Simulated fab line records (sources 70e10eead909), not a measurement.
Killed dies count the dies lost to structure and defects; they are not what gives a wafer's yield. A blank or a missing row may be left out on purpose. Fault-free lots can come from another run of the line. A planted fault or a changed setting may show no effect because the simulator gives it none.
fab line records | flow nand-harc
[record] lots = 11 wafers = 33 last-day = 24
route steps=1159 shown A_BONDPAD@1076 END@1159
lots untouched by any fault: they come from a run of this same line in which no faults occurred
start-h: hours from the record's opening day to when the first of the lot's shown wafers began | wait-h: hours from the lot's prior step to this one | " repeats the value in the row above | L1.1+2: a row that stands for several wafers | - no value present, or no start provided | * or withheld: withheld | < > ~ a bound
route shown NAME@n: NAME is a module with steps in the file, n the number in the route of the first one | usual: mean/standard deviation of fault-free wafers | same: alike in all rows | chamber/n: place in a boat | sites: the reading at each site | _std_site: the values' standard deviation | _edge_site: the outer-site mean with the inner-site mean subtracted | radius-mm: how far each site lies from the wafer's centre | mask NAME#n: copy n | behind: the most recent tool/chamber to have shaped the wafer | hold: why the lot was held/for how many hours/how that ended | device: whichever transistor did not switch (one of n, p or np) | end of line: the same wafers' tests at the end of the route | a step without rows: its recipe alone | killed: the dies lost at the first sort to structure and to defects; this is not the yield of the wafer | map: a wafer's dies, marking killed ones x, the rest . and places with no die _
set.NAME: the setting that was run; set.NAME@STEP: the one run at that earlier step | model.NAME: the simulator's own value behind a step, which no gauge read
a sample of lots followed through the steps of the route, with each step as a table and each wafer as a row
services: a tool's chamber out of use, with start hour (start-h, from the record's first day; less than 0 if before it), hours out, and reason
[[steps]]
[step NHARC_A_BONDPAD_ETCH_34]
[recipe] target-depth-a = 600 overetch-a = 180 time-s = 65.91 ion-energy-ev = 200 n2-flow-sccm = 150 h2-flow-sccm = 150 ar-flow-sccm = 0 rf-w = 400 bias-w = 150 chemistry = N2/H2
[usual] drypump-motor-current-A = 5.7/0.44 oes-product-au = 0.997/0.016 rf-vpp-V = 429.7/1.9 run-length-s = 87.3/0.47 showerhead-plenum-p-Torr = 2.01/0.064 throttle-valve-pct = 14.172/0.009
// columns lot.wafer tool chamber start-h wait-h drypump-motor-current-A oes-product-au rf-hours-counter-h rf-vpp-V run-length-s showerhead-plenum-p-Torr throttle-valve-pct
L665.4 rie-diel-03 3 407.94 0.2 5.8 0.965 2 427.1 88.1 1.93 14.170
L665.1 " 1 " " 5.4 0.992 2 431.9 87.4 2.09 14.193
L665.3 " 2 " " 6.2 1.012 2 426.8 86.8 1.89 14.182
L666.4 rie-diel-04 3 412.94 0.1 5.6 0.990 43 431.4 87.0 2.05 14.180
L666.2 " 0 " " 5.0 1.009 44 434.0 88.1 2.13 14.184
L666.5 " 3 " " 5.6 0.986 - 429.6 87.0 2.05 14.172
L667.1 rie-diel-04 0 418.46 0.1 5.0 1.015 47 432.0 88.2 2.13 14.168
L667.6 " 2 " " 5.4 1.003 - 429.5 86.9 1.98 14.172
L667.5 " 3 " " 5.6 0.974 - 430.5 86.9 2.05 14.165
L673.2 rie-diel-09 2 454.35 0.1 6.2 1.015 0 433.2 86.4 2.08 14.191
L673.3 " 3 " " 5.1 0.999 1 430.4 87.6 2.02 14.180
L673.6 " 2 " " 6.2 1.026 - 430.3 86.4 2.08 14.182
L671.3 rie-diel-09 1 456.57 0.1 6.1 0.992 1 431.1 87.3 2.07 14.181
L671.4 " 0 " " 6.2 0.986 1 429.9 87.5 1.96 14.175
L671.5 " 1 " " 6.1 0.988 - 431.1 87.4 2.07 14.159
L675.3 rie-diel-09 2 479.59 0.1 6.2 1.015 1 430.7 86.6 2.08 14.169
L675.5 " 3 " " 5.2 1.006 - 429.7 87.4 2.01 14.162
L675.6 " 0 " " 6.2 0.987 - 427.9 88.1 1.96 14.180
L676.3 rie-diel-09 3 479.97 0.1 5.2 1.008 2 429.8 87.5 2.02 14.165
L676.1 " 2 " " 6.2 1.015 2 429.8 86.7 2.08 14.153
L676.6 " 0 " " 6.2 1.005 - 428.2 87.8 1.96 14.175
L679.4 rie-diel-04 3 507.12 0.1 5.6 0.965 14 430.3 86.6 2.03 14.169
L679.1 " 0 " " 5.0 1.000 15 432.3 88.0 2.12 14.177
L679.5 " 2 " " 5.4 0.986 - 428.8 87.7 1.97 14.174
L678.3 rie-diel-09 1 512.87 0.1 6.1 0.971 3 430.9 87.3 2.07 14.178
L678.4 " 2 " " 6.2 1.015 3 431.6 86.6 2.08 14.164
L678.1 " 3 " " 5.2 1.007 3 429.2 87.5 2.01 14.167
L680.4 rie-diel-03 3 514.37 0.1 5.8 1.008 23 426.5 87.6 1.92 14.184
L680.2 " 0 " " 5.1 1.011 24 428.9 87.6 1.98 14.156
L680.6 " 3 " " 5.8 0.995 - 426.5 87.8 1.92 14.166
L686.2 rie-diel-09 0 527.38 0.1 6.2 0.995 3 429.0 87.4 1.96 14.173
L686.5 " 1 " " 6.1 0.988 - 430.2 87.4 2.07 14.186
L686.6 " 2 " " 6.2 1.022 - 432.0 86.4 2.08 14.180
[step NHARC_A_BONDPAD_ETCH_12]
[recipe] target-depth-a = 2200 time-s = 110 chf3-flow-sccm = 50 o2-flow-sccm = 10 ar-flow-sccm = 200 rf-w = 500 bias-w = 200 chemistry = CHF3/O2
[usual] drypump-motor-current-A = 5.7/0.45 oes-product-au = 0.948/0.027 rf-vpp-V = 370.0/1.9 run-length-s = 131.4/0.47 showerhead-plenum-p-Torr = 2.37/0.071 throttle-valve-pct = 20.572/0.009
// columns lot.wafer tool chamber start-h wait-h drypump-motor-current-A oes-product-au rf-hours-counter-h rf-vpp-V run-length-s showerhead-plenum-p-Torr throttle-valve-pct
L665.4 rie-diel-03 2 408.03 - 6.2 0.948 2 366.2 131.1 2.23 20.581
L665.3 " 3 " " 5.8 0.911 2 368.6 132.0 2.28 20.574
L665.1 " 1 " " 5.4 0.954 2 371.3 131.4 2.45 20.583
L666.4 rie-diel-04 1 413.04 - 5.9 0.944 47 371.5 131.0 2.41 20.570
L666.2 " 2 " " 5.4 0.925 47 369.8 131.1 2.34 20.578
L666.5 " 0 " " 5.0 0.941 - 373.3 131.9 2.50 20.575
L667.1 rie-diel-04 2 418.60 - 5.4 0.920 50 368.8 131.7 2.34 20.570
L667.6 " 0 " " 5.0 0.924 - 372.1 132.1 2.50 20.556
L667.5 " 1 " " 6.0 0.937 - 371.2 131.1 2.41 20.567
L673.3 rie-diel-09 2 454.43 - 6.2 0.987 1 372.5 130.9 2.44 20.580
L673.2 " 1 " " 6.1 0.951 0 371.8 131.4 2.43 20.573
L673.6 " 3 " " 5.2 0.984 - 369.0 132.1 2.38 20.572
L671.4 rie-diel-09 1 456.68 - 6.1 0.949 1 370.1 131.2 2.43 20.574
L671.3 " 2 " " 6.2 1.000 1 371.1 130.6 2.44 20.576
L671.5 " 3 " " 5.2 0.982 - 370.4 131.7 2.38 20.576
L675.3 rie-diel-09 3 479.68 - 5.2 0.947 2 370.2 131.6 2.37 20.570
L675.6 " 1 " " 6.0 0.929 - 372.5 131.6 2.43 20.576
L675.5 " 2 " " 6.2 0.971 - 371.2 130.6 2.44 20.548
L676.1 rie-diel-09 1 480.07 - 6.0 0.932 2 372.1 131.7 2.43 20.569
L676.3 " 2 " " 6.2 0.962 2 370.5 130.8 2.44 20.563
L676.6 " 1 " " 6.1 0.927 - 370.5 131.6 2.43 20.574
L679.1 rie-diel-04 1 507.20 - 5.9 0.962 15 370.9 131.3 2.40 20.564
L679.4 " 3 " " 5.6 0.947 14 370.3 130.9 2.40 20.578
L679.5 " 2 " " 5.4 0.968 - 369.6 131.0 2.33 20.578
L678.3 rie-diel-09 3 512.96 - 5.2 0.975 3 370.3 126.6 2.37 20.568
L678.1 " 0 " " 6.2 0.967 3 368.3 126.9 2.31 20.582
L678.4 " 1 " " 6.1 0.938 3 371.6 126.3 2.43 20.571
L680.4 rie-diel-03 0 514.47 - 5.1 0.920 24 369.6 131.7 2.34 20.573
L680.2 " 2 " " 6.2 0.929 24 366.1 131.0 2.23 20.569
L680.6 " 3 " " 5.8 0.916 - 368.0 132.3 2.27 20.558
L686.2 rie-diel-09 2 527.45 - 6.2 0.978 3 370.7 125.9 2.44 20.564
L686.5 " 2 " " 6.2 0.972 - 372.5 125.7 2.44 20.588
L686.6 " 3 " " 5.2 0.963 - 369.4 126.9 2.37 20.571
[step NHARC_A_BONDPAD_PVD_27]
[recipe] target-thk-a = 300 chamber-pressure-pa = 5 power-w = 5000 substrate-temp-c = 30 time-s = 20.49 material = Cu
[usual] throttle-valve-pct = 30.5/0.78
// columns lot.wafer tool chamber start-h wait-h throttle-valve-pct
L665.1 pvd-sputter-01 - - - 31.1
L665.3 " - " " 31.5
L665.4 " - " " 31.5
L666.2 pvd-sputter-02 - - - 30.4
L666.4 " - " " 30.2
L666.5 " - " " 31.4
L667.1 pvd-sputter-03 - - - 29.2
L667.5 " - " " 30.5
L667.6 " - " " 29.5
L673.3 pvd-sputter-03 - - - 30.2
L673.2 " - " " 29.2
L673.6 " - " " 29.6
L671.3 pvd-sputter-01 - - - 30.5
L671.4 " - " " 31.6
L671.5 " - " " 30.6
L675.3 pvd-sputter-01 - - - 31.5
L675.6 " - " " 31.8
L675.5 " - " " 30.8
L676.3 pvd-sputter-01 - - - 32.1
L676.1 " - " " 31.1
L676.6 " - " " 31.8
L679.4 pvd-sputter-01 - - - 30.5
L679.1 " - " " 31.0
L679.5 " - " " 32.0
L678.1 pvd-sputter-01 - - - 31.3
L678.4 " - " " 30.7
L678.3 " - " " 31.7
L680.4 pvd-sputter-03 - - - 29.3
L680.2 " - " " 29.4
L680.6 " - " " 30.2
L686.2 pvd-sputter-03 - - - 29.9
L686.5 " - " " 29.7
L686.6 " - " " 29.6
[step NHARC_A_BONDPAD_ANNEAL_28]
[recipe] temp-c = 225 time-s = 90
[usual] wafer_temp_C_max = 226.13/0.27
// columns lot.wafer tool chamber start-h wait-h wafer_temp_C_max
L665.1 rtp-anneal-01 0 409.56 0.3 226.37
L665.3 " 0 " " 226.02
L665.4 " 0 " " 226.33
L666.2 rtp-anneal-01 0 414.68 - 226.29
L666.4 " 0 " " 226.08
L666.5 " 0 " " 226.28
L667.1 rtp-anneal-01 0 420.09 0.3 226.51
L667.5 " 0 " " 225.90
L667.6 " 0 " " 226.34
L673.2 rtp-anneal-02 0 456.46 0.3 225.87
L673.3 " 0 " " 226.39
L673.6 " 0 " " 225.90
L671.3 rtp-anneal-01 0 458.32 0.4 226.13
L671.4 " 0 " " 225.91
L671.5 " 0 " " 226.17
L675.3 rtp-anneal-02 0 481.28 - 226.04
L675.5 " 0 " " 226.31
L675.6 " 0 " " 225.88
L676.1 rtp-anneal-01 0 481.60 0.4 226.46
L676.3 " 0 " " 226.21
L676.6 " 0 " " 226.30
L679.1 rtp-anneal-01 0 509.12 - 226.91
L679.4 " 0 " " 226.48
L679.5 " 0 " " 226.46
L678.1 rtp-anneal-01 0 514.51 - 226.25
L678.3 " 0 " " 225.84
L678.4 " 0 " " 225.94
L680.2 rtp-anneal-02 0 516.13 - 226.08
L680.4 " 0 " " 226.17
L680.6 " 0 " " 226.19
L686.2 rtp-anneal-01 0 529.06 0.3 226.27
L686.5 " 0 " " 226.63
L686.6 " 0 " " 226.12
[step NHARC_END_SORT_01]
[recipe] temp-c = 25
[usual] defect-limited-yield = 95.0/1.7 killed-at-array = 31/11 killed-at-other = 0.5/0.78 killed-at-periphery = 3.0/2 killed-dies = 34/12 killed-open = 3.2/2 killed-short = 1.9/1.6 sort_bin_2_pct = 1.6/0.67 sort_bin_3_pct = 0.26/0.2 sort_bin_4_pct = 3.2/1.1 sort-n-pass = 643/12 sort-rim-yield-pct = 96.8/1.8 sort-yield-pct = 95.0/1.7
[same] gross-dies = 677 sort_bin_5_pct[%] = 0 sort_bin_6_pct[%] = 0 sort_bin_7_pct[%] = 0 sort_bin_8_pct[%] = 0 sort-rim-n-gross = 106.00
// columns lot.wafer tool chamber start-h wait-h defect-limited-yield[%] killed-at-array killed-at-other killed-at-periphery killed-dies killed-open killed-short sort_bin_2_pct[%] sort_bin_3_pct[%] sort_bin_4_pct[%] sort-n-pass sort-rim-yield-pct[%] sort-yield-pct[%]
L665.1 prober-01 0 445.67 2.5 93.5 39 1 4 44 8 2 1.9 0.44 4.1 633 96.2 93.5
L665.3 prober-01 0 447.27 3.1 93.9 34 0 7 41 7 0 2.4 0.30 3.4 636 96.2 93.9
L665.4 prober-01 0 448.07 3.4 95.3 31 0 1 32 3 1 1.6 0.15 3.0 645 99.1 95.3
L667.1 prober-01 0 453.45 2.5 97.0 16 0 4 20 0 1 1.0 0.30 1.6 657 99.1 97.0
L667.5 prober-01 0 456.69 3.7 94.7 27 1 8 36 7 2 1.3 0.30 3.7 641 95.3 94.7
L667.6 prober-01 0 457.50 4.0 96.2 21 0 5 26 1 1 0.9 0.15 2.8 651 96.2 96.2
L666.2 prober-02 0 461.97 2.8 94.5 35 0 2 37 2 1 1.6 0.74 3.1 640 95.3 94.5
L666.4 prober-02 0 463.53 3.3 94.7 30 0 6 36 0 2 2.1 0.15 3.1 641 96.2 94.7
L666.5 prober-02 0 464.31 3.6 93.4 41 1 3 45 4 4 1.5 0.74 4.4 632 95.3 93.4
L673.2 prober-02 0 490.05 2.8 96.9 20 0 1 21 5 0 1.0 0 2.1 656 95.3 96.9
L673.3 prober-02 0 490.86 3.1 98.1 11 1 1 13 3 1 0.7 0 1.2 664 99.1 98.1
L673.6 prober-02 0 493.29 4.0 97.8 14 0 1 15 0 3 0.4 0 1.8 662 96.2 97.8
L671.3 prober-01 0 491.09 3.1 95.6 28 0 2 30 1 1 1.2 0.30 3.0 647 94.3 95.6
L671.4 prober-01 0 491.90 3.5 93.2 44 0 2 46 6 1 2.4 0.44 4.0 631 95.3 93.2
L671.5 prober-01 0 492.72 3.8 92.2 46 3 4 53 4 2 2.8 0.15 4.9 624 93.4 92.2
L676.1 prober-01 0 510.01 2.5 97.5 13 0 4 17 3 3 0.6 0.30 1.6 660 99.1 97.5
L676.3 prober-01 0 511.60 3.1 96.5 20 1 3 24 3 7 1.3 0 2.2 653 97.2 96.5
L676.6 prober-01 0 513.98 4.0 96.8 17 1 4 22 3 0 1.0 0.15 2.1 655 95.3 96.8
L675.3 prober-02 0 511.67 3.1 93.6 41 0 2 43 3 0 1.5 0.15 4.7 634 100.0 93.6
L675.5 prober-02 0 513.27 3.7 92.6 47 0 3 50 4 6 1.9 0.59 4.9 627 93.4 92.6
L675.6 prober-02 0 514.07 4.0 92.8 48 0 1 49 3 0 3.1 0.59 3.5 628 99.1 92.8
L679.1 prober-01 0 540.83 2.5 94.4 35 1 2 38 1 2 2.5 0 3.1 639 97.2 94.4
L679.4 prober-01 0 543.23 3.4 95.0 30 1 3 34 3 0 1.6 0.30 3.1 643 94.3 95.0
L679.5 prober-01 0 544.04 3.7 94.7 32 2 2 36 1 1 2.1 0.30 3.0 641 95.3 94.7
L678.1 prober-02 0 548.56 2.5 94.7 27 1 8 36 0 2 2.4 0 3.0 641 95.3 94.7
L678.3 prober-02 0 550.18 3.1 95.3 30 0 2 32 4 0 1.5 0.44 2.8 645 94.3 95.3
L678.4 prober-02 0 550.99 3.4 92.3 47 0 5 52 6 2 2.4 0.30 5.0 625 94.3 92.3
L680.2 prober-02 0 557.20 2.8 94.5 34 0 3 37 2 2 2.1 0 3.4 640 98.1 94.5
L680.4 prober-02 0 558.81 3.4 95.7 28 1 0 29 1 1 1.0 0.30 3.0 648 97.2 95.7
L680.6 prober-02 0 560.43 4.0 95.1 31 1 1 33 4 3 1.2 0 3.7 644 97.2 95.1
L686.2 prober-02 0 564.96 2.7 94.2 37 1 1 39 2 1 1.3 0.30 4.1 638 99.1 94.2
L686.5 prober-02 0 567.34 3.7 93.9 40 0 1 41 1 0 2.7 0.30 3.1 636 96.2 93.9
L686.6 prober-02 0 568.13 4.0 95.1 27 2 4 33 1 1 2.2 0 2.7 644 98.1 95.1
// killed by level:class
L665.1 A_CHANNEL_HOLE_D1:chamber-film-flake=15 A_STAIRCASE:chamber-film-flake=7 A_SLIT:chamber-film-flake=5 A_SGD_CUT:geometric-particle:open=2 A_SGD_CUT:chamber-film-flake=2 P_M0:geometric-particle:open=1 P_M0:geometric-particle:short=1 A_ONON_D1:geometric-particle:open=1
L665.3 A_CHANNEL_HOLE_D1:chamber-film-flake=13 A_SLIT:chamber-film-flake=11 P_ZERO_WELL:chamber-film-flake=4 A_CONTACT:geometric-particle:open=2 P_GATE:geometric-particle:open=1 A_CHANNEL_HOLE_D1:geometric-particle:open=1 A_SGD_CUT:geometric-particle:open=1 A_WL_FILL:geometric-particle:open=1
L665.4 A_CHANNEL_HOLE_D1:chamber-film-flake=11 A_SLIT:chamber-film-flake=8 A_STAIRCASE:chamber-film-flake=7 A_ONON_D1:geometric-particle:short=1 A_WL_FILL:geometric-particle:open=1 A_CONTACT:geometric-particle:open=1 A_M0:geometric-particle:open=1 P_ZERO_WELL:chamber-film-flake=1
L667.1 A_SLIT:chamber-film-flake=10 P_BONDPAD:chamber-film-flake=4 A_CHANNEL_HOLE_D1:chamber-film-flake=2 A_BLC:geometric-particle:short=1 A_CHANNEL_FILL_D1:chamber-film-flake=1 A_STAIRCASE:chamber-film-flake=1 A_CONTACT:chamber-film-flake=1
L667.5 A_SLIT:chamber-film-flake=10 P_BONDPAD:chamber-film-flake=5 A_CONTACT:chamber-film-flake=4 A_ZERO_WELL:chamber-film-flake=3 A_CHANNEL_HOLE_D1:chamber-film-flake=3 A_M0:geometric-particle:open=2 P_STI:geometric-particle:open=1 P_CONTACT:geometric-particle:open=1
L667.6 A_SLIT:chamber-film-flake=11 A_STAIRCASE:chamber-film-flake=4 A_CONTACT:chamber-film-flake=3 P_BONDPAD:chamber-film-flake=2 A_SGD_CUT:geometric-particle:short=1 A_M0:geometric-particle:open=1 P_STI:chamber-film-flake=1 P_GATE:chamber-film-flake=1
L666.2 A_CHANNEL_HOLE_D1:chamber-film-flake=17 A_SLIT:chamber-film-flake=10 A_CONTACT:chamber-film-flake=4 P_BONDPAD:chamber-film-flake=2 A_WL_FILL:geometric-particle:short=1 A_CONTACT:geometric-particle:open=1 A_BLC:geometric-particle:open=1 A_STAIRCASE:chamber-film-flake=1
L666.4 A_CHANNEL_HOLE_D1:chamber-film-flake=18 A_SLIT:chamber-film-flake=6 P_BONDPAD:chamber-film-flake=5 A_CONTACT:geometric-particle:short=2 A_CONTACT:chamber-film-flake=2 P_STI:chamber-film-flake=1 A_STAIRCASE:chamber-film-flake=1 A_WL_FILL:chamber-film-flake=1
L666.5 A_CHANNEL_HOLE_D1:chamber-film-flake=12 A_SLIT:chamber-film-flake=11 A_STAIRCASE:chamber-film-flake=7 A_CONTACT:chamber-film-flake=4 A_WL_FILL:geometric-particle:short=2 P_CONTACT:geometric-particle:open=1 P_M0:geometric-particle:open=1 A_ONON_D1:geometric-particle:short=1
L673.2 A_ZERO_WELL:chamber-film-flake=5 A_CHANNEL_HOLE_D1:chamber-film-flake=4 A_STAIRCASE:chamber-film-flake=4 A_WL_FILL:geometric-particle:open=3 A_CHANNEL_FILL_D1:chamber-film-flake=3 P_M0:geometric-particle:open=1 A_CHANNEL_HOLE_D1:geometric-particle:open=1
L673.3 A_STAIRCASE:chamber-film-flake=5 A_CONTACT:geometric-particle:open=2 A_CONTACT:chamber-film-flake=2 P_CONTACT:geometric-particle:short=1 A_CHANNEL_FILL_D1:geometric-particle:open=1 A_CHANNEL_HOLE_D1:chamber-film-flake=1 THIN_TSV:chamber-film-flake=1
L671.3 A_CHANNEL_HOLE_D1:chamber-film-flake=12 A_SLIT:chamber-film-flake=10 A_CONTACT:chamber-film-flake=3 P_CONTACT:geometric-particle:short=1 P_M2:geometric-particle:open=1 A_CHANNEL_FILL_D1:chamber-film-flake=1 A_STAIRCASE:chamber-film-flake=1 A_WL_FILL:chamber-film-flake=1
L671.4 A_SLIT:chamber-film-flake=17 A_CHANNEL_HOLE_D1:chamber-film-flake=12 A_STAIRCASE:chamber-film-flake=6 A_WL_FILL:chamber-film-flake=3 A_CONTACT:geometric-particle:open=2 P_M0:geometric-particle:open=1 P_M2:geometric-particle:open=1 A_CHANNEL_FILL_D1:geometric-particle:short=1
L671.5 A_CHANNEL_HOLE_D1:chamber-film-flake=19 A_SLIT:chamber-film-flake=12 A_STAIRCASE:chamber-film-flake=4 A_CONTACT:chamber-film-flake=4 A_CONTACT:geometric-particle:open=2 P_GATE:chamber-film-flake=2 A_WL_FILL:chamber-film-flake=2 THIN_TSV:chamber-film-flake=2
L673.6 A_CHANNEL_HOLE_D1:chamber-film-flake=4 A_CONTACT:chamber-film-flake=3 A_STAIRCASE:chamber-film-flake=3 P_CONTACT:geometric-particle:short=1 A_CHANNEL_FILL_D1:geometric-particle:short=1 A_BLC:geometric-particle:short=1 A_ZERO_WELL:chamber-film-flake=1 A_SLIT:chamber-film-flake=1
L676.1 A_CHANNEL_HOLE_D1:chamber-film-flake=4 A_CHANNEL_FILL_D1:geometric-particle:short=2 P_M1:chamber-film-flake=2 A_STAIRCASE:chamber-film-flake=2 A_CONTACT:chamber-film-flake=2 P_M1:geometric-particle:open=1 A_ONON_D1:geometric-particle:short=1 A_CHANNEL_FILL_D1:geometric-particle:open=1
L676.3 A_CONTACT:chamber-film-flake=6 P_M1:chamber-film-flake=3 A_SOURCE_PLATE:geometric-particle:short=2 A_CONTACT:geometric-particle:open=2 A_CONTACT:geometric-particle:short=2 A_STAIRCASE:chamber-film-flake=2 A_CHANNEL_HOLE_D1:geometric-particle:short=1 A_CHANNEL_FILL_D1:geometric-particle:short=1
L675.3 A_CHANNEL_HOLE_D1:chamber-film-flake=16 A_SLIT:chamber-film-flake=15 A_STAIRCASE:chamber-film-flake=5 A_CONTACT:chamber-film-flake=2 P_M0:geometric-particle:open=1 A_BLC:geometric-particle:open=1 A_M0:geometric-particle:open=1 P_ZERO_WELL:chamber-film-flake=1
L675.5 A_SLIT:chamber-film-flake=13 A_CHANNEL_HOLE_D1:chamber-film-flake=11 A_STAIRCASE:chamber-film-flake=11 P_M0:geometric-particle:open=2 A_CHANNEL_FILL_D1:geometric-particle:open=2 A_M0:geometric-particle:short=2 A_ZERO_WELL:chamber-film-flake=2 A_CONTACT:chamber-film-flake=2
L676.6 A_CONTACT:chamber-film-flake=8 A_CHANNEL_HOLE_D1:chamber-film-flake=5 P_GATE:geometric-particle:open=2 P_M1:chamber-film-flake=2 A_ZERO_WELL:chamber-film-flake=2 A_CONTACT:geometric-particle:open=1 HYBRID_BOND:chamber-film-flake=1 A_STAIRCASE:chamber-film-flake=1
L675.6 A_CHANNEL_HOLE_D1:chamber-film-flake=16 A_SLIT:chamber-film-flake=14 A_STAIRCASE:chamber-film-flake=12 A_CONTACT:chamber-film-flake=3 P_CONTACT:geometric-particle:open=1 A_CHANNEL_FILL_D1:geometric-particle:open=1 A_CONTACT:geometric-particle:open=1 A_CHANNEL_FILL_D1:chamber-film-flake=1
L679.1 A_SLIT:chamber-film-flake=16 A_STAIRCASE:chamber-film-flake=6 A_CHANNEL_HOLE_D1:chamber-film-flake=4 A_CONTACT:chamber-film-flake=3 A_WL_FILL:chamber-film-flake=3 P_M0:geometric-particle:short=1 A_WL_FILL:geometric-particle:open=1 A_CONTACT:geometric-particle:short=1
L679.4 A_SLIT:chamber-film-flake=17 A_CONTACT:chamber-film-flake=5 A_CHANNEL_HOLE_D1:chamber-film-flake=4 A_STAIRCASE:chamber-film-flake=2 P_GATE:geometric-particle:open=1 P_M2:geometric-particle:open=1 A_CHANNEL_FILL_D1:geometric-particle:open=1 P_M1:chamber-film-flake=1
L679.5 A_SLIT:chamber-film-flake=18 A_STAIRCASE:chamber-film-flake=6 A_CHANNEL_HOLE_D1:chamber-film-flake=5 THIN_TSV:chamber-film-flake=2 P_M1:geometric-particle:short=1 A_CHANNEL_FILL_D1:geometric-particle:open=1 P_M1:chamber-film-flake=1 A_CHANNEL_FILL_D1:chamber-film-flake=1
L678.1 A_CHANNEL_HOLE_D1:chamber-film-flake=19 P_STI:chamber-film-flake=4 P_M1:chamber-film-flake=3 A_CONTACT:chamber-film-flake=3 A_ONON_D1:geometric-particle:short=1 A_CHANNEL_FILL_D1:geometric-particle:short=1 P_GATE:chamber-film-flake=1 A_CHANNEL_FILL_D1:chamber-film-flake=1
L678.3 A_CHANNEL_HOLE_D1:chamber-film-flake=16 A_CONTACT:chamber-film-flake=5 A_STAIRCASE:chamber-film-flake=3 A_M0:geometric-particle:open=2 P_M1:chamber-film-flake=2 A_CONTACT:geometric-particle:open=1 A_BLC:geometric-particle:open=1 A_BLC:chamber-film-flake=1
L678.4 A_CHANNEL_HOLE_D1:chamber-film-flake=24 P_M1:chamber-film-flake=5 A_BONDPAD:area-etch=5 A_STAIRCASE:chamber-film-flake=4 A_CONTACT:chamber-film-flake=4 A_ONON_D1:geometric-particle:open=3 A_WL_FILL:geometric-particle:open=2 A_CHANNEL_FILL_D1:geometric-particle:short=1
L680.2 A_CHANNEL_HOLE_D1:chamber-film-flake=23 A_CONTACT:chamber-film-flake=6 A_ONON_D1:geometric-particle:short=2 P_CONTACT:geometric-particle:open=1 A_CHANNEL_FILL_D1:geometric-particle:open=1 P_GATE:chamber-film-flake=1 P_M1:chamber-film-flake=1 A_ZERO_WELL:chamber-film-flake=1
L680.4 A_CHANNEL_HOLE_D1:chamber-film-flake=20 A_CONTACT:chamber-film-flake=5 A_ONON_D1:geometric-particle:short=1 A_M0:geometric-particle:open=1 A_CHANNEL_FILL_D1:chamber-film-flake=1 THIN_TSV:chamber-film-flake=1
L680.6 A_CHANNEL_HOLE_D1:chamber-film-flake=20 A_CONTACT:chamber-film-flake=3 A_M0:geometric-particle:open=2 A_ONON_D1:geometric-particle:open=1 A_ONON_D1:geometric-particle:short=1 A_CHANNEL_FILL_D1:geometric-particle:open=1 A_WL_FILL:geometric-particle:short=1 A_M1:geometric-particle:short=1
L686.2 A_SLIT:chamber-film-flake=18 A_CHANNEL_HOLE_D1:chamber-film-flake=8 A_ONON_D1:geometric-particle:open=2 A_CHANNEL_FILL_D1:chamber-film-flake=2 A_STAIRCASE:chamber-film-flake=2 A_WL_FILL:chamber-film-flake=2 A_WL_FILL:geometric-particle:short=1 P_STI:chamber-film-flake=1
L686.5 A_SLIT:chamber-film-flake=25 A_BONDPAD:area-etch=9 A_WL_FILL:chamber-film-flake=3 A_CHANNEL_HOLE_D1:chamber-film-flake=2 A_CONTACT:geometric-particle:open=1 P_M2:chamber-film-flake=1
L686.6 A_SLIT:chamber-film-flake=19 A_CHANNEL_HOLE_D1:chamber-film-flake=5 P_M2:chamber-film-flake=2 THIN_TSV:chamber-film-flake=2 P_M1:geometric-particle:open=1 A_CHANNEL_HOLE_D1:geometric-particle:short=1 P_STI:chamber-film-flake=1 A_CHANNEL_FILL_D1:chamber-film-flake=1
[[services]]
// columns tool chamber start-h hours kind
rie-diel-09 0 385.68 - clean
rie-diel-09 1 385.68 - clean
rie-diel-09 2 385.68 - clean
rie-diel-09 3 385.68 - clean
pvd-sputter-02 - 392.01 10.0 pm
rie-diel-03 - 392.33 9.0 pm
pvd-sputter-01 - 393.47 2.3 repair
pvd-sputter-02 - 402.48 1.8 repair
rie-diel-09 0 410.18 - clean
rie-diel-09 1 410.18 - clean
rie-diel-09 2 410.18 - clean
rie-diel-09 3 410.18 - clean
pvd-sputter-03 - 430.50 1.2 repair
rie-diel-09 - 431.10 9.0 pm
rie-diel-09 0 431.10 9.0 vent-cycle
rie-diel-09 1 431.10 9.0 vent-cycle
rie-diel-09 2 431.10 9.0 vent-cycle
rie-diel-09 3 431.10 9.0 vent-cycle
pvd-sputter-03 - 458.00 10.0 pm
rie-diel-04 - 465.97 9.0 pm
rie-diel-09 - 472.30 2.0 repair
rie-diel-03 3 487.55 4.3 repair
pvd-sputter-01 - 514.05 10.0 pm
rie-diel-04 - 525.98 23.4 repair
[[key]]
[first-sign] step = NHARC_A_BONDPAD_ETCH_12 reading = run-length-s direction = down sigmas = 11 usual = * struck = *
effect none on later readings
met-at NHARC_A_BONDPAD_ETCH_12
struck-lots L678,L686
not-acting-at NHARC_A_BONDPAD_ETCH_34,NHARC_A_BONDPAD_PVD_27,NHARC_A_BONDPAD_ANNEAL_28
onset-between 480.07 512.96
[fault] kind = process-parameter-drift tool = rie-diel-09 chamber = - onset-h = 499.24 steps = NHARC_A_BONDPAD_ETCH_12 channel = time-s offset = * shape = step end-h = 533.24 acts-in = * stated = *
